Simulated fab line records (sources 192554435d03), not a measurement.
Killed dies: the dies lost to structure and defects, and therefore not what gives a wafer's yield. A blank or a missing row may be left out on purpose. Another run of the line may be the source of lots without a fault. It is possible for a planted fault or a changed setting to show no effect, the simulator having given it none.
fab line records ; flow n5_finfet
[record] lots = 7; wafers = 39
route steps=1938 shown FIN_CUT@173 HKMG_FIN@402 MOL_CONTACT_COAG@562
start_h: start of the lot's first displayed wafer, in hours after the record's first day ; wait_h: time in hours since the lot's previous step ; " repeats the value in the row above ; L1.1+2: a row that stands for several wafers ; - no value, or no start given ; * or withheld: withheld ; < > ~ a bound
route shown NAME@n: names a module that has steps shown in the file, with the first one's number in the route ; usual: mean/standard deviation of fault-free wafers ; same: alike in all rows ; chamber/n: place in a boat ; sites: readings site by site ; _std_site: the standard deviation of these ; _edge_site: inner sites' mean taken away from outer sites' mean ; radius_mm: for every site, how far away it sits from the centre of the wafer ; mask NAME#n: copy n ; behind: the last tool/chamber to shape the wafer ; hold: cause of the lot's hold/its duration in hours/its outcome ; device: the transistor (n, p or np) that didn't switch ; end of line: tests run on the same wafers once the route is complete ; where a step has no rows: the recipe by itself ; killed: dies lost to structure and defects at the first sort, not the wafer's yield ; map: the dies of a wafer, with x for killed, . for not killed, _ for no die there
set.NAME: the setting that was run; set.NAME@STEP: the one run at that earlier step ; model.NAME: the simulator's own value behind a step, which no gauge read
one table per step and one row per wafer, for lots whose settings were changed on purpose
[[steps]]
[step N5_FIN_CUT_CUT_ETCH_26]
[recipe] chemistry = CH3F/O2; target = SiNx; target_depth_a = 390; mask_material = SOC; time_s = 55.7; pressure_mtorr = 30; source_w = 395; bias_w = 73; Ar_flow_sccm = 150; CH3F_flow_sccm = 30; O2_flow_sccm = 20; ion_energy_ev = 120
lot.wafer;tool;chamber;start_h;wait_h;set.time_s;model.etch.depth_nm
L077.1;rie_diel-06;3;45.58;0.0;55.7;38.09
L077.2;rie_diel-06;0;45.58;0.0;55.7;38.57
L077.3;rie_diel-06;2;45.58;0.0;55.7;39.74
L077.4;rie_diel-06;1;45.58;0.0;55.7;37.7
L077.5;rie_diel-06;3;45.58;0.0;55.7;38.02
L077.6;rie_diel-06;2;45.58;0.0;55.7;39.88
L080.2;rie_diel-06;2;67.98;0.0;55.7;39.85
L080.3;rie_diel-06;1;67.98;0.0;55.7;37.97
L080.6;rie_diel-06;1;67.98;0.0;55.7;37.99
L083.1;rie_diel-03;2;82.25;0.0;55.7;39.39
L083.2;rie_diel-03;1;82.25;0.0;55.7;37.34
L083.3;rie_diel-03;0;82.25;0.0;55.7;38.17
L083.4;rie_diel-03;3;82.25;0.0;55.7;37.65
L083.5;rie_diel-03;2;82.25;0.0;55.7;38.96
L083.6;rie_diel-03;1;82.25;0.0;55.7;37.33
L090.1;rie_diel-03;1;123.63;0.0;55.7;37.43
L090.2;rie_diel-03;0;123.63;0.0;55.7;38.21
L090.3;rie_diel-03;3;123.63;0.0;55.7;37.64
L090.4;rie_diel-03;3;123.63;0.0;55.7;37.59
L090.5;rie_diel-03;1;123.63;0.0;55.7;37.65
L090.6;rie_diel-03;0;123.63;0.0;55.7;38.14
L091.1;rie_diel-04;0;130.01;0.0;55.7;37.99
L091.2;rie_diel-04;3;130.01;0.0;55.7;38.19
L091.3;rie_diel-04;2;130.01;0.0;47.67;33.66
L091.4;rie_diel-04;1;130.01;0.0;47.67;32.18
L091.5;rie_diel-04;0;130.01;0.0;55.7;37.95
L091.6;rie_diel-04;3;130.01;0.0;47.67;32.52
L094.1;rie_diel-04;0;148.35;0.0;55.7;38.64
L094.2;rie_diel-04;2;148.35;0.0;55.7;39.75
L094.3;rie_diel-04;3;148.35;0.0;55.7;38.49
L094.4;rie_diel-04;1;148.35;0.0;55.7;38.13
L094.5;rie_diel-04;3;148.35;0.0;55.7;38.35
L094.6;rie_diel-04;0;148.35;0.0;55.7;38.77
L097.1;rie_diel-03;3;165.70;0.0;55.7;37.37
L097.2;rie_diel-03;0;165.70;0.0;64.28;44.06
L097.3;rie_diel-03;1;165.70;0.0;64.28;44
L097.4;rie_diel-03;1;165.70;0.0;55.7;37.55
L097.5;rie_diel-03;0;165.70;0.0;55.7;38.36
L097.6;rie_diel-03;3;165.70;0.0;64.28;42.9
[step N5_HKMG_FIN_ETCH_54]
[recipe] chemistry = CF4; target = SiARC; target_depth_a = 455; mask_material = CAR-ArF; time_s = 75.8; ion_energy_ev = 80; pressure_mtorr = 40; source_w = 545; bias_w = 36; Ar_flow_sccm = 100; cf4_flow_sccm = 100; ends = cleared
[usual] etch_rf_on_time_s = 75.5/1.9; rf_vpp_V = 184.2/1.2
lot.wafer;tool;chamber;start_h;wait_h;set.source_w;etch_rf_on_time_s;rf_vpp_V
L077.1;rie_diel-01;3;90.22;0.0;468.7;84.6;193.2
L077.2;rie_diel-01;0;90.22;0.0;468.7;89.2;195.6
L077.3;rie_diel-01;2;90.22;0.0;545;76.5;183.5
L077.4;rie_diel-01;1;90.22;0.0;468.7;85.1;195.7
L077.5;rie_diel-01;2;90.22;0.0;545;76.3;183.6
L077.6;rie_diel-01;1;90.22;0.0;545;73.6;184.7
L080.2;rie_diel-02;3;111.77;0.0;545;74.8;186.8
L080.3;rie_diel-02;2;111.77;0.0;545;75.4;183.8
L080.6;rie_diel-02;3;111.77;0.0;545;74.4;184.6
L083.1;rie_diel-02;1;127.60;0.0;508.9;81.6;190.6
L083.2;rie_diel-02;0;127.60;0.0;545;76.6;184.8
L083.3;rie_diel-02;2;127.60;0.0;508.9;79.2;188.9
L083.4;rie_diel-02;3;127.60;0.0;508.9;78.9;189.2
L083.5;rie_diel-02;1;127.60;0.0;545;77.2;186.1
L083.6;rie_diel-02;2;127.60;0.0;545;75.3;184.0
L090.1;rie_diel-01;2;168.02;0.0;545;76.7;182.8
L090.2;rie_diel-01;1;168.02;0.0;545;72.6;184.5
L090.3;rie_diel-01;0;168.02;0.0;615.2;69.0;175.3
L090.4;rie_diel-01;0;168.02;0.0;615.2;69.7;175.9
L090.5;rie_diel-01;2;168.02;0.0;545;76.3;182.6
L090.6;rie_diel-01;1;168.02;0.0;615.2;65.8;178.7
L091.1;rie_diel-05;0;175.77;0.0;545;76.4;185.0
L091.2;rie_diel-05;1;175.77;0.0;616.2;69.0;175.5
L091.3;rie_diel-05;2;175.77;0.0;545;78.0;183.4
L091.4;rie_diel-05;3;175.77;0.0;545;71.9;182.3
L091.5;rie_diel-05;3;175.77;0.0;616.2;64.5;176.1
L091.6;rie_diel-05;0;175.77;0.0;616.2;68.1;176.0
L094.1;rie_diel-05;0;191.19;0.0;491.9;84.7;191.0
L094.2;rie_diel-05;3;191.19;0.0;545;72.2;183.2
L094.3;rie_diel-05;2;191.19;0.0;545;78.1;185.5
L094.4;rie_diel-05;1;191.19;0.0;545;77.4;185.2
L094.5;rie_diel-05;3;191.19;0.0;491.9;80.2;189.5
L094.6;rie_diel-05;2;191.19;0.0;491.9;85.9;191.7
L097.1;rie_diel-05;1;212.13;0.0;459.9;89.5;195.0
L097.2;rie_diel-05;3;212.13;0.0;545;71.4;184.3
L097.3;rie_diel-05;2;212.13;0.0;545;77.9;184.7
L097.4;rie_diel-05;2;212.13;0.0;545;77.6;184.8
L097.5;rie_diel-05;3;212.13;0.0;459.9;83.4;192.9
L097.6;rie_diel-05;1;212.13;0.0;459.9;88.9;195.7
[step N5_MOL_CONTACT_COAG_ALD_123]
[recipe] material = SiNx; target_thk_a = 50; temp_c = 400; ald_precursor_family = SiH2I2; ald_co_reactant = N2/H2-plasma; pulse_time_s = 1; purge_time_s = 2; co_reactant_purge_time_s = 2; ald_cycles = 100; pressure_torr = 2
lot.wafer;tool;chamber;start_h;wait_h;set.ald_cycles;model.SiNx_of_MOL_CONTACT_COAG_ALD_123.thk_nm
L077.1+2+6;ald_sin-04;2,1,3;116.08;0.0;100;5
L077.3;ald_sin-04;0;116.08;0.0;86;4.4
L077.4+5;ald_sin-04;3,2;116.08;0.0;86;4.2
L080.2+3+6;ald_sin-02;3,2,1;139.18;0.4;100;5
L083.1+4+6;ald_sin-03;3,1,1;151.87;0.0;100;5
L083.2+3+5;ald_sin-03;0,2,0;151.87;0.0;92;4.6
L090.1+2+3+4+5+6;ald_sin-03;3,2,1,0,0,3;194.72;0.0;100;5
L091.1+2+3;ald_sin-04;3,0,2;202.68;0.0;100;5
L091.4+5+6;ald_sin-04;1,0,1;202.68;0.0;86;4.2
L094.1+2+5;ald_sin-02;2,3,3;217.36;0.0;100;5
L094.3+4+6;ald_sin-02;0,1,2;217.36;0.0;85;4.2
L097.1+2+3+4+5+6;ald_sin-02;0,1,2,3,3,2;237.87;0.5;100;5
[step N5_MOL_CONTACT_COAG_ALD_133]
[recipe] material = SiO2; target_thk_a = 50; temp_c = 100; ald_precursor_family = BDEAS; ald_co_reactant = O2-plasma; pulse_time_s = 1; co_reactant_pulse_time_s = 1; purge_time_s = 2; co_reactant_purge_time_s = 2; ald_cycles = 35; pressure_torr = 2
lot.wafer;tool;chamber;start_h;wait_h;set.temp_c
L077.1+2+3;ald_sin-03;0,2,3;119.08;0.1;100
L077.4+5+6;ald_sin-03;1,1,0;119.08;0.1;97.3
L080.2+3+6;ald_sin-02;3,2,0;142.23;0.2;100
L083.1+2+5;ald_sin-02;3,0,3;154.21;0.1;100
L083.3+4+6;ald_sin-02;2,1,2;154.21;0.1;104.4
L090.1+2+3;ald_sin-04;0,2,1;197.49;0.1;96.15
L090.4+5+6;ald_sin-04;3,0,3;197.49;0.1;100
L091.1+4+6;ald_sin-02;0,1,3;206.49;0.2;101.7
L091.2+3+5;ald_sin-02;3,2,2;206.49;0.2;100
L094.1+3+5;ald_sin-03;1,0,1;219.79;0.1;103.9
L094.2+4+6;ald_sin-03;2,3,0;219.79;0.1;100
L097.1+2+3+4+5+6;ald_sin-04;0,2,3,1,0,3;241.64;1.1;100
[step N5_MOL_CONTACT_COAG_ETCHBACK_134]
[recipe] chemistry = CHF3; target = SiO2; target_depth_a = 100; time_s = 6.7; ion_energy_ev = 200; pressure_mtorr = 30; source_w = 610; bias_w = 170; Ar_flow_sccm = 200; CHF3_flow_sccm = 50
[step N5_MOL_CONTACT_COAG_ETCH_67]
[recipe] chemistry = N2/H2; target = SOC; target_depth_a = 600; overetch_a = 210; mask_material = SiARC; temp_c = 40; time_s = 101.2; ion_energy_ev = 200; pressure_mtorr = 30; source_w = 840; bias_w = 150; n2_flow_sccm = 200; h2_flow_sccm = 200
[step N5_MOL_CONTACT_COAG_STRIP_120]
[recipe] chemistry = CHF3; resist = SiARC; rf_frequency_hz = 6e+07
[step N5_MOL_CONTACT_COAG_VIA_ETCH_117]
[recipe] chemistry = C4F6/O2; target_depth_a = 400; overetch_a = 80; mask_material = SOC; target = SiO2; bias_w = 455; pressure_mtorr = 10; time_s = 26; source_w = 325; Ar_flow_sccm = 300; C4F6_flow_sccm = 10; O2_flow_sccm = 10; ion_energy_ev = 575.3; ends = end_point
[step N5_MOL_CONTACT_COAG_ETCH_124]
[recipe] chemistry = CH3F/O2; target = SiNx; target_depth_a = 65; mask_material = SOC; stop_on = SiOC; over_etch_frac = 0.3; ion_energy_ev = 120; pressure_mtorr = 30; source_w = 395; bias_w = 73; Ar_flow_sccm = 150; CH3F_flow_sccm = 30; O2_flow_sccm = 20; ends = end_point
lot.wafer;tool;chamber;start_h;wait_h;set.ald_cycles@MOL_CONTACT_COAG_ALD_123;model.etch.depth_nm
L077.1;rie_diel-05;0;119.58;0.0;100;4.954
L077.2;rie_diel-05;1;119.58;0.0;100;5
L077.3;rie_diel-05;3;119.58;0.0;86;4.316
L077.4;rie_diel-05;2;119.58;0.0;86;4.294
L077.5;rie_diel-05;3;119.58;0.0;86;4.255
L077.6;rie_diel-05;0;119.58;0.0;100;4.993
L080.2;rie_diel-02;1;142.59;0.0;100;4.961
L080.3;rie_diel-02;2;142.59;0.0;100;5.005
L080.6;rie_diel-02;2;142.59;0.0;100;5.022
L083.1;rie_diel-05;1;154.58;0.0;100;5.031
L083.2;rie_diel-05;3;154.58;0.0;92;4.656
L083.3;rie_diel-05;2;154.58;0.0;92;4.629
L083.4;rie_diel-05;0;154.58;0.0;100;5.005
L083.5;rie_diel-05;3;154.58;0.0;92;4.628
L083.6;rie_diel-05;2;154.58;0.0;100;5.008
L090.1;rie_diel-01;3;197.91;0.0;100;5.017
L090.2;rie_diel-01;2;197.91;0.0;100;5.036
L090.3;rie_diel-01;1;197.91;0.0;100;5.028
L090.4;rie_diel-01;0;197.91;0.0;100;5.049
L090.5;rie_diel-01;2;197.91;0.0;100;5.065
L090.6;rie_diel-01;1;197.91;0.0;100;5.023
L091.1;rie_diel-02;0;206.86;0.0;100;4.988
L091.2;rie_diel-02;2;206.86;0.0;100;5.029
L091.3;rie_diel-02;3;206.86;0.0;100;4.999
L091.4;rie_diel-02;1;206.86;0.0;86;4.264
L091.5;rie_diel-02;2;206.86;0.0;86;4.298
L091.6;rie_diel-02;3;206.86;0.0;86;4.284
L094.1;rie_diel-05;2;220.15;0.0;100;5.023
L094.2;rie_diel-05;3;220.15;0.0;100;4.985
L094.3;rie_diel-05;1;220.15;0.0;85;4.259
L094.4;rie_diel-05;1;220.15;0.0;85;4.284
L094.5;rie_diel-05;2;220.15;0.0;100;4.994
L094.6;rie_diel-05;3;220.15;0.0;85;4.257
L097.1;rie_diel-02;0;242.00;0.0;100;5.008
L097.2;rie_diel-02;2;242.00;0.0;100;5.03
L097.3;rie_diel-02;3;242.00;0.0;100;5.018
L097.4;rie_diel-02;1;242.00;0.0;100;5.015
L097.5;rie_diel-02;3;242.00;0.0;100;5.012
L097.6;rie_diel-02;0;242.00;0.0;100;5.049
[[key]]
[split] step = N5_FIN_CUT_CUT_ETCH_26; setting = time_s; stated = 55.7; by = wafer
[response] step = N5_FIN_CUT_CUT_ETCH_26; reading = model.etch.depth_nm; change = +0.374; per = 1%; r = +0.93
[split] step = N5_HKMG_FIN_ETCH_54; setting = source_w; stated = 545; by = wafer
[response] step = N5_HKMG_FIN_ETCH_54; reading = etch_rf_on_time_s; change = *; per = 1%; r = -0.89
[response] step = N5_HKMG_FIN_ETCH_54; reading = rf_vpp_V; change = -0.638; per = 1%; r = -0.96
[split] step = N5_MOL_CONTACT_COAG_ALD_123; setting = ald_cycles; stated = 100; by = wafer
[response] step = N5_MOL_CONTACT_COAG_ALD_123; reading = model.SiNx_of_MOL_CONTACT_COAG_ALD_123.thk_nm; change = +0.0538; per = 1%; r = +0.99
[response] step = N5_MOL_CONTACT_COAG_ETCH_124; reading = model.etch.depth_nm; change = +0.0497; per = 1%; r = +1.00
[split] step = N5_MOL_CONTACT_COAG_ALD_133; setting = temp_c; stated = 100; by = wafer
response none clear
